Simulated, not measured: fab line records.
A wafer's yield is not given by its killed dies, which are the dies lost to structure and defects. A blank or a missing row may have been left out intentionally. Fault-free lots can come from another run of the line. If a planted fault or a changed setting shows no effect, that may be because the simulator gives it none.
Chamber matching ; flow nandHarc ; rieDiel-11 running NHARC_A_STAIRCASE_ETCH_444: 4 sister chambers
The step etches the open film in C4F8/O2, target depth 20400 nm, time 6800 s. 8 wafers are shown with their chamber, then 8 later ones without.

## EACH WAFER AND ITS CHAMBER
wafer;chamber;rfVppV (V);oesProductAu (a.u.)
L078.2;2;809;0.949
L083.1;1;806;0.918
L083.3;3;812;0.919
L083.4;0;808;0.925
L085.3;2;810;0.928
L085.4;0;808;0.930
L085.5;3;813;0.931
L088.1;1;805;0.913

## WAFERS WHOSE CHAMBER IS MISSING
wafer;rfVppV (V);oesProductAu (a.u.)
L088.4;805;0.925
L088.6;807;0.927
L091.1;808;0.929
L091.2;812;0.931
L091.3;810;0.932
L093.2;806;0.930
L093.4;811;0.937
L093.5;810;0.934

## WHICH CHAMBER EACH WENT THROUGH
wafer;from the rows above;in truth
L088.4;1;1
L088.6;can't be placed: 0 or 1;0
L091.1;0;0
L091.2;3;3
L091.3;2;2
L093.2;can't be placed: 1 or 0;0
L093.4;can't be placed: 2 or 3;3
L093.5;2;2
Correct placement for 5 of the 8. Cannot be placed on the basis of these rows: 3; the candidates contain the true chamber in 3. Wrongly placed: 0.
How it was worked out, from the rows above alone: a wafer's distance from a chamber is the root of the sum, over the readings, of the square of ((its reading less the chamber's mean) divided by the reading's scatter). The wafer belongs to the nearest chamber; if the next one is less than 2 further off, it can't be placed. For every chamber, the mean is computed from those of its wafers that are shown. The scatter is the square root of a quotient: the sum, over the shown wafers, of each reading's squared deviation from its chamber's mean, divided by wafers minus chambers.
